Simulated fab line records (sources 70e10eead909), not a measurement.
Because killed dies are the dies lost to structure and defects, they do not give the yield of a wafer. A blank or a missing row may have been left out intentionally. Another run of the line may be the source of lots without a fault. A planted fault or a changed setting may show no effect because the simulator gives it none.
Chamber matching :: flow nandHarc :: 4 sister chambers for NHARC_A_SGD_CUT_ETCHBACK_24 on rieDiel-01
The step etches the open film in CH3F/O2, target depth 50 nm, time 92.857 s. 4 wafers are shown with their chamber, then 9 later ones without.

## WAFERS PAIRED WITH THEIR CHAMBERS
wafer: L086.2
chamber: 1
showerheadPlenumPTorr (Torr): 2.46

wafer: L091.2
chamber: 3
showerheadPlenumPTorr (Torr): 2.29

wafer: L091.4
chamber: 2
showerheadPlenumPTorr (Torr): 2.54

wafer: L091.5
chamber: 0
showerheadPlenumPTorr (Torr): 2.62

## WAFERS MISSING THEIR CHAMBER
wafer: L093.1
showerheadPlenumPTorr (Torr): 2.46

wafer: L093.2
showerheadPlenumPTorr (Torr): 2.29

wafer: L093.4
showerheadPlenumPTorr (Torr): 2.53

wafer: L095.2
showerheadPlenumPTorr (Torr): 2.62

wafer: L095.4
showerheadPlenumPTorr (Torr): 2.29

wafer: L095.5
showerheadPlenumPTorr (Torr): 2.53

wafer: L097.2
showerheadPlenumPTorr (Torr): 2.29

wafer: L097.4
showerheadPlenumPTorr (Torr): 2.53

wafer: L097.6
showerheadPlenumPTorr (Torr): 2.53

## CHAMBER TAKEN BY EACH
wafer: L093.1
from the rows above: 1
in truth: 1

wafer: L093.2
from the rows above: 3
in truth: 3

wafer: L093.4
from the rows above: 2
in truth: 2

wafer: L095.2
from the rows above: 0
in truth: 0

wafer: L095.4
from the rows above: 3
in truth: 3

wafer: L095.5
from the rows above: 2
in truth: 2

wafer: L097.2
from the rows above: 3
in truth: 3

wafer: L097.4
from the rows above: 2
in truth: 2

wafer: L097.6
from the rows above: 2
in truth: 2
Placed correctly: 9 of 9. Number that these rows cannot place: 0. Placed wrongly: 0.
How it was worked out, from the rows above alone: a wafer's distance from a chamber is the root of the sum, over the readings, of the square of ((its reading less the chamber's mean) divided by the reading's scatter). If the next closest chamber is less than 2 further off than the closest, the wafer can't be placed; otherwise it belongs to the closest. For every chamber, the mean is computed from those of its wafers that are shown. The scatter: root of mean squared gap, hidden wafer to nearest shown wafer, with one shown wafer a chamber.
